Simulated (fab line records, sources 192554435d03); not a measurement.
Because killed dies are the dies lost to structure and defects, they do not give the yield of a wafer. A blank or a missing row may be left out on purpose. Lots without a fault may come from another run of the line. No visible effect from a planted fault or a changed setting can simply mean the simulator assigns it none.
fab line records | flow n5Finfet
record: lots: 9 wafers: 27 lastDay: 17
route steps=1938 shown HKMG_FIN@418 BEOL_M4@1111 PASSIVATION@1936
lots that met no fault: from a run of the same line without faults
startH: hours from the record's first day to the start of the lot's first wafer shown | waitH: hours since the lot's step before | " unchanged from the row above | L1.1+2: a single row standing in for several wafers | - value missing, or start not given | * or withheld: withheld | < > ~ a bound
route shown NAME@n: a module of which the file shows steps, and the number in the route of the first | usual: mean/standard deviation of fault-free wafers | same: alike in all rows | chamber/n: place in a boat | sites: the reading at each site | _std_site: standard deviation across them | _edge_site: the outer-site mean with the inner-site mean subtracted | radiusMm: how far each site lies from the wafer's centre | mask NAME#n: copy n | behind: the most recent tool/chamber to have shaped the wafer | hold: why the lot went on hold/how many hours it stayed there/how the hold came to an end | device: names the non-switching transistor (n, p or np) | end of line: the route-end tests of the same wafers | step lacking rows: just its recipe | killed: the dies lost at the first sort to structure and to defects; this is not the yield of the wafer | map: the dies of a wafer, with x for killed, . for not killed, _ for no die there
set.NAME: the run value of the setting; set.NAME@STEP: its run value at that earlier step | model.NAME: the simulator's own value behind a step, which no gauge read
steps of the route over a sample of lots; a table a step, a row a wafer
services: when a tool's chamber went out of use (startH, in hours from the record's first day, below 0 if earlier), for how many hours, and the reason
== steps ==
step: N5_HKMG_FIN_WET_ETCH_82
recipe: chemistry: dHCl mix: 1:10000 tempC: 25 target: La2O3 stopOn: HfO2 targetDepthNm: 2 dry: ipaMarangoni rinseTimeS: 30 rinseTempC: 23
columns lot.wafer tool chamber startH waitH
L199.1+4+5 wetBench-01 1,5,3 80.18 0.0
L201.1+3+5 wetBench-01 0,4,7 87.44 0.0
L203.1+4+5 wetBench-06 2,1,4 100.41 0.0
L205.1+2+5 wetBench-06 5,1,0 112.78 0.0
L206.1+2+5 wetBench-03 0,4,5 118.82 0.0
L209.1+4+5 wetBench-01 2,7,6 137.06 0.0
L214.1+4+6 wetBench-03 6,0,4 166.01 0.0
L216.1+4+5 wetBench-06 3,7,4 178.58 0.0
L218.1+4+6 wetBench-03 7,5,6 192.48 0.0
step: N5_HKMG_FIN_THK_MEAS_70
recipe: thkMeasGauge: xrf reads: HfO2_of_HKMG_FIN_HK_ALD_01
usual: HK_THK: 1.583/0.017
columns lot.wafer tool chamber startH waitH HK_THK[nm]
L199.1 filmMetro-01 - 80.52 0.2 1.581
L199.4 " - " " 1.563
L199.5 " - " " 1.568
L201.1 filmMetro-01 - 87.78 0.2 1.565
L201.3 " - " " 1.579
L201.5 " - " " 1.586
L203.1 filmMetro-01 - 100.75 0.2 1.577
L203.4 " - " " 1.590
L203.5 " - " " 1.597
L205.1 filmMetro-01 - 113.24 0.2 1.583
L205.2 " - " " 1.599
L205.5 " - " " 1.590
L206.1 filmMetro-01 - 119.16 0.2 1.577
L206.2 " - " " 1.578
L206.5 " - " " 1.574
L209.1 filmMetro-01 - 137.40 0.2 1.569
L209.4 " - " " 1.590
L209.5 " - " " 1.572
L214.1 filmMetro-01 - 166.36 0.2 1.585
L214.4 " - " " 1.586
L214.6 " - " " 1.582
L216.1 filmMetro-01 - 178.92 0.2 1.554
L216.4 " - " " 1.571
L216.5 " - " " 1.572
L218.1 filmMetro-01 - 192.82 0.2 1.587
L218.4 " - " " 1.579
L218.6 " - " " 1.582
step: N5_HKMG_FIN_CD_MEAS_12
recipe: targetCdNm: 92.8 landingEnergyEv: 500 detector: seInlens
usual: cdNm: 92.7/0.51
columns lot.wafer tool chamber startH waitH cdNm
L199.1 cdSem-02 0 81.27 - 92.6
L199.4 " 0 " " 93.2
L199.5 " 0 " " 92.2
L201.1 cdSem-02 0 88.53 - 92.9
L201.3 " 0 " " 93.3
L201.5 " 0 " " 92.8
L203.1 cdSem-02 0 101.49 - 93.7
L203.4 " 0 " " 92.5
L203.5 " 0 " " 93.0
L205.1 cdSem-02 0 114.33 - 92.5
L205.2 " 0 " " 92.4
L205.5 " 0 " " 92.6
L206.1 cdSem-01 0 119.91 - 93.4
L206.2 " 0 " " 93.5
L206.5 " 0 " " 92.5
L209.1 cdSem-02 0 138.27 - 92.4
L209.4 " 0 " " 92.3
L209.5 " 0 " " 91.4
L214.1 cdSem-02 0 167.23 - 93.2
L214.4 " 0 " " 93.9
L214.6 " 0 " " 93.1
L216.1 cdSem-02 0 179.80 - 93.4
L216.4 " 0 " " 93.2
L216.5 " 0 " " 93.7
L218.1 cdSem-01 0 193.57 - 93.5
L218.4 " 0 " " 92.3
L218.6 " 0 " " 93.2
step: N5_HKMG_FIN_INSPECT_14
recipe: mode: adi inspectInstrument: macro
usual: rawDefectCount: 2.3/1.4
columns lot.wafer tool chamber startH waitH rawDefectCount
L199.1 defectInspect-01 - 81.32 0.0 0
L199.4 " - " " 1
L199.5 " - " " 3
L201.1 defectInspect-02 - 88.58 0.0 4
L201.3 " - " " 3
L201.5 " - " " 0
L203.1 defectInspect-02 - 101.55 0.0 3
L203.4 " - " " 2
L203.5 " - " " 5
L205.1 defectInspect-02 - 114.39 0.0 6
L205.2 " - " " 4
L205.5 " - " " 2
L206.1 defectInspect-02 - 119.96 0.0 1
L206.2 " - " " 5
L206.5 " - " " 0
L209.1 defectInspect-01 - 138.33 0.0 >300
L209.4 " - " " 1
L209.5 " - " " 1
L214.1 defectInspect-02 - 167.29 0.0 1
L214.4 " - " " 0
L214.6 " - " " 3
L216.1 defectInspect-01 - 179.85 0.0 5
L216.4 " - " " 0
L216.5 " - " " 2
L218.1 defectInspect-01 - 193.63 0.0 3
L218.4 " - " " 1
L218.6 " - " " 1
step: N5_HKMG_FIN_STRIP_92
recipe: chemistry: N2/H2 material: SOC timeS: 20 powerW: 500 tempC: 40 pressureMtorr: 50 rfFrequencyHz: 6e+07 biasPowerW: 8 h2Frac: 0.5 n2FlowSccm: 300 h2FlowSccm: 300
usual: drypumpMotorCurrentA: 5.8/0.4 oesProductAu: 0.80/0.079 powerW: 499.9/1.4 rfVppV: 54.3/0.86 showerheadPlenumPTorr: 3.37/0.088 throttleValvePct: 19.1/0.48
columns lot.wafer tool chamber startH waitH drypumpMotorCurrentA oesProductAu powerW rfHoursCounterH rfVppV showerheadPlenumPTorr throttleValvePct
L199.1 rieDiel-01 3 82.02 0.1 6.1 0.68 498.2 231 54.7 3.31 18.7
L199.4 " 3 " " 6.1 0.68 498.0 - 55.0 3.31 18.7
L199.5 " 1 " " 5.5 0.86 500.9 - 55.0 3.40 18.5
L201.1 rieDiel-01 1 89.25 0.1 5.5 0.87 497.7 73 53.4 3.40 18.5
L201.3 " 2 " " 5.9 0.76 497.4 153 54.1 3.51 19.6
L201.5 " 1 " " 5.6 0.86 498.8 - 54.1 3.40 18.5
L203.1 rieDiel-06 1 102.03 0.1 5.8 0.86 500.5 56 54.7 3.27 19.5
L203.4 " 0 " " 5.8 0.79 502.8 112 55.7 3.38 18.9
L203.5 " 2 " " 6.8 0.77 500.8 - 55.8 3.35 19.0
L205.1 rieDiel-06 3 114.98 0.1 5.4 0.87 499.9 63 54.5 3.41 18.8
L205.2 " 2 " " 6.9 0.76 501.8 154 52.4 3.34 19.0
L205.5 " 0 " " 5.8 0.78 502.0 - 55.5 3.38 18.9
L206.1 rieDiel-03 0 120.45 0.1 6.0 0.72 501.0 201 53.9 3.46 19.6
L206.2 " 3 " " 5.1 0.72 500.4 200 54.0 3.20 19.0
L206.5 " 3 " " 5.1 0.70 499.4 - 54.6 3.20 19.0
L209.1 rieDiel-06 2 138.81 0.1 6.9 0.75 500.6 162 53.4 3.34 19.0
L209.4 " 0 " " 5.8 0.76 498.2 125 54.8 3.38 18.9
L209.5 " 3 " " 5.5 0.85 499.7 - 55.1 3.40 18.8
L214.1 rieDiel-01 1 167.77 0.1 5.5 0.82 501.3 104 53.9 3.38 18.6
L214.4 " 3 " " 6.1 0.96 499.3 2 54.2 3.30 18.4
L214.6 " 1 " " 5.5 0.83 502.0 - 55.4 3.38 18.6
L216.1 rieDiel-06 1 180.43 0.1 5.8 0.83 500.2 81 53.7 3.26 19.5
L216.4 " 3 " " 5.4 0.85 500.3 86 55.1 3.39 18.9
L216.5 " 1 " " 5.9 0.84 500.2 - 55.6 3.26 19.5
L218.1 rieDiel-06 1 194.28 0.1 5.8 0.83 500.2 86 55.5 3.25 19.5
L218.4 " 2 " " 6.9 0.74 500.4 182 54.1 3.33 19.0
L218.6 " 2 " " 6.9 0.73 500.3 - 53.7 3.33 19.0
step: N5_BEOL_M4_RC_MEAS_101
usual: DIBL_N: 36.3/1.2 DIBL_P: 36.3/1.4 IOFF_N: 0.157/0.02 IOFF_P: 0.22/0.033 ION_N: 675/9.6 ION_P: 465/8.2 SS_N: 71.4/0.45 SS_P: 73.3/0.54 VT_N: 249.8/2.5 VT_P: -249/3.2
columns lot.wafer tool chamber startH waitH DIBL_N[mV/V] DIBL_P[mV/V] IOFF_N[nA/um] IOFF_P[nA/um] ION_N[uA/um] ION_P[uA/um] SS_N[mV/dec] SS_P[mV/dec] VT_N[mV] VT_P[mV]
L199.1 prober-01 0 170.35 0.0 37.2 38.5 0.169 0.23 681 466 71.4 72.8 246.2 -249
L199.4 " 0 " " 36.6 37.3 0.150 0.21 676 467 71.6 72.7 249.8 -251
L199.5 " 0 " " 35.3 36.4 0.137 0.20 661 457 71.5 73.0 251.9 -252
L201.1 prober-01 0 187.88 0.0 34.6 34.8 0.128 0.16 665 455 71.2 72.0 251.3 -256
L201.3 " 0 " " 35.1 34.9 0.132 0.17 662 453 71.7 72.3 251.7 -253
L201.5 " 0 " " 35.3 35.1 0.137 0.17 668 455 71.2 71.9 253.9 -254
L203.1 prober-01 0 209.08 0.0 36.7 36.7 0.185 0.25 695 475 72.2 73.9 247.5 -249
L203.4 " 0 " " 36.6 36.2 0.163 0.23 679 466 71.9 72.6 250.2 -249
L203.5 " 0 " " 36.4 36.4 0.179 0.25 695 477 71.0 72.6 246.5 -246
L206.1 prober-02 0 234.49 0.0 37.6 37.5 0.184 0.22 686 470 71.3 73.1 244.6 -247
L206.2 " 0 " " 35.8 34.8 0.135 0.17 662 449 71.1 72.5 250.2 -251
L206.5 " 0 " " 35.3 34.3 0.135 0.17 664 458 71.0 72.0 251.1 -251
L205.1 prober-01 0 234.87 0.0 36.2 35.5 0.137 0.18 668 456 71.4 73.1 252.1 -252
L205.2 " 0 " " 37.5 37.2 0.155 0.21 684 468 71.9 73.3 253.2 -252
L205.5 " 0 " " 36.2 35.9 0.140 0.18 673 459 71.1 72.8 251.5 -253
L209.1 prober-02 0 251.22 0.0 37.4 35.5 0.168 0.23 683 466 70.9 73.8 249.0 -249
L209.4 " 0 " " 36.9 35.0 0.162 0.21 680 466 71.2 73.2 248.9 -247
L209.5 " 0 " " 37.3 35.6 0.174 0.23 682 465 71.6 73.8 250.0 -247
L214.1 prober-02 0 284.71 0.0 36.3 36.0 0.133 0.20 666 461 71.5 72.2 254.8 -251
L214.4 " 0 " " 37.1 36.6 0.149 0.21 677 464 71.6 72.6 251.3 -247
L214.6 " 0 " " 37.9 38.3 0.163 0.24 686 477 71.9 74.0 249.4 -248
L216.1 prober-02 0 299.64 0.0 35.0 35.0 0.143 0.25 674 464 72.2 73.6 251.8 -248
L216.4 " 0 " " 35.3 35.0 0.149 0.23 677 472 71.7 73.6 252.1 -247
L216.5 " 0 " " 34.5 33.3 0.137 0.21 687 473 71.4 73.2 250.9 -248
L218.1 prober-02 0 300.57 0.2 35.0 35.5 0.126 0.18 653 459 70.5 72.8 254.0 -251
L218.4 " 0 " " 35.4 36.4 0.127 0.19 661 460 71.3 73.2 254.7 -251
L218.6 " 0 " " 34.6 35.6 0.115 0.18 658 459 70.8 73.1 254.7 -252
step: N5_PASSIVATION_PROBE_49
usual: defectLimitedYield: 91.1/1.4 killed_at_M0_to_M3: 33/10 killed_at_M4_up: 15/5.8 killedAtContacts: 13/5.9 killedAtFrontEnd: 39/11 killedAtOther: 4/3.6 killedDies: 105/16 killedOnRim: 13/3.7 killedOpen: 68/11 killedShort: 34/7.8 sort_bin_5_function: 5.2/0.88 sort_bin_6_memory: 3.3/0.61 sortNPass: 1075/16 sortYieldPct: 91.1/1.4
same: grossDies: 1180 killedAtBackSide: 0 sort_bin_4_leakage[%]: 0 sort_bin_8_speed[%]: 0
columns lot.wafer tool chamber startH waitH defectLimitedYield[%] killed_at_M0_to_M3 killed_at_M4_up killedAtContacts killedAtFrontEnd killedAtOther killedDies killedOnRim killedOpen killedShort sort_bin_5_function[%] sort_bin_6_memory[%] sortNPass sortYieldPct[%]
L203.4 prober-01 - 300.95 0.2 92.1 32 17 11 31 2 93 17 68 25 5.6 1.7 1087 92.1
L205.1 prober-01 - 345.43 0.0 91.0 46 23 9 24 4 106 16 73 29 5.8 3.0 1074 91.0
L205.2 prober-01 - 345.48 0.1 93.1 31 18 3 23 6 81 8 47 28 4.0 2.7 1099 93.1
L205.5 prober-01 - 345.63 0.2 91.0 50 13 9 34 0 106 16 65 36 4.7 3.7 1074 91.0
L209.1 prober-02 - 353.80 0.0 83.0 26 15 13 141 6 201 28 65 24 11.7 3.1 979 83.0
L209.4 prober-02 - 353.95 0.2 91.4 46 12 16 24 3 101 16 68 27 4.6 3.5 1079 91.4
L209.5 prober-02 - 354.00 0.2 91.0 36 19 17 31 3 106 14 65 39 5.3 3.3 1074 91.0
killed by level:class
L203.4 MOL_CONTACT_COAG:geometricParticle:open=11 FIN_SAQP:geometricParticle:open=8 BEOL_M0_SAQP:geometricParticle:open=7 BEOL_M1:geometricParticle:open=7 BEOL_M0_SAQP:geometricParticle:short=6 BEOL_M4:geometricParticle:open=6 STARTING-WAFER:geometricParticle:short=5 STARTING-WAFER:geometricParticle:open=5
L205.1 BEOL_M2:geometricParticle:open=18 BEOL_M4:geometricParticle:open=10 MOL_CONTACT_COAG:geometricParticle:open=7 BEOL_M0_SAQP:geometricParticle:open=7 BEOL_M0_SAQP:geometricParticle:short=6 BEOL_M2:geometricParticle:short=6 BEOL_M3:geometricParticle:open=6 FIN_SAQP:geometricParticle:short=4
L205.2 BEOL_M2:geometricParticle:open=8 ILD0:geometricParticle:short=6 BEOL_M0_SAQP:geometricParticle:open=6 FIN_SAQP:geometricParticle:open=5 GATE_CUT:geometricParticle:short=4 BEOL_M0_SAQP:geometricParticle:short=4 BEOL_M1:geometricParticle:open=4 BEOL_M5:geometricParticle:open=4
L205.5 FIN_SAQP:geometricParticle:short=11 BEOL_M0_SAQP:geometricParticle:open=9 BEOL_M2:geometricParticle:open=9 MOL_CONTACT_COAG:geometricParticle:open=8 BEOL_M0_SAQP:geometricParticle:short=8 FIN_SAQP:geometricParticle:open=7 BEOL_M3:geometricParticle:open=6 ILD0:geometricParticle:open=4
L209.1 HKMG_FIN:unspecified=109 MOL_CONTACT_COAG:geometricParticle:open=12 STI_FIN_REVEAL:geometricParticle:open=9 BEOL_M2:geometricParticle:open=8 BEOL_M0_SAQP:geometricParticle:short=6 BEOL_M1:geometricParticle:open=6 BEOL_M4:geometricParticle:open=6 DUMMY_GATE:geometricParticle:open=4
L209.4 MOL_CONTACT_COAG:geometricParticle:open=12 BEOL_M3:geometricParticle:open=11 BEOL_M2:geometricParticle:open=9 BEOL_M1:geometricParticle:open=8 GATE_CUT:geometricParticle:short=5 BEOL_M0_SAQP:geometricParticle:open=5 STI_FIN_REVEAL:geometricParticle:open=4 BEOL_M0_SAQP:geometricParticle:short=4
L209.5 MOL_CONTACT_COAG:geometricParticle:open=13 BEOL_M4:geometricParticle:open=10 FIN_SAQP:geometricParticle:short=8 BEOL_M2:geometricParticle:open=8 BEOL_M0_SAQP:geometricParticle:short=7 BEOL_M3:geometricParticle:open=6 FIN_SAQP:geometricParticle:open=5 DUMMY_GATE:geometricParticle:open=4
== services ==
columns tool chamber startH hours kind
rieDiel-03 3 57.16 4.1 repair
rieDiel-03 - 65.58 0.2 repair
rieDiel-01 0 70.33 - clean
rieDiel-01 0 70.33 - consumableReplace:focusRing
rieDiel-01 0 70.33 22.1 scheduledDown
rieDiel-01 0 70.33 22.1 ventCycle
rieDiel-03 1 71.21 - clean
rieDiel-03 1 71.21 - consumableReplace:focusRing
rieDiel-03 1 71.21 - consumableReplace:showerhead
rieDiel-03 1 71.21 12.9 scheduledDown
rieDiel-03 1 71.21 12.9 ventCycle
rieDiel-01 3 105.15 7.8 repair
wetBench-01 - 135.36 0.6 repair
rieDiel-01 3 137.44 - clean
rieDiel-01 3 137.44 - consumableReplace:focusRing
rieDiel-01 3 137.44 23.2 scheduledDown
rieDiel-01 3 137.44 23.2 ventCycle
rieDiel-06 - 174.50 0.2 repair
rieDiel-03 1 191.39 1.3 repair
== key ==
firstSign: step: N5_HKMG_FIN_INSPECT_14 reading: rawDefectCount direction: up sigmas: 99+ usual: 2.3 struck: >300
effect: step: N5_PASSIVATION_PROBE_49 reading: killedAtFrontEnd direction: up sigmas: 9.3 usual: 39 struck: 141
moreKillsBornAt: N5_HKMG_FIN_WET_ETCH_82@wetBench-01: 109
metAt N5_HKMG_FIN_WET_ETCH_82
struckLots L209
struckWafers L209.1
notActingAt N5_HKMG_FIN_THK_MEAS_70,N5_HKMG_FIN_CD_MEAS_12,N5_HKMG_FIN_STRIP_92
fault: kind: chamberParticleSource tool: wetBench-01 chamber: 2 onsetH: 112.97 steps: N5_HKMG_FIN_WET_ETCH_82 ratePerVisitCm2: 1.0232 endH: 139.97
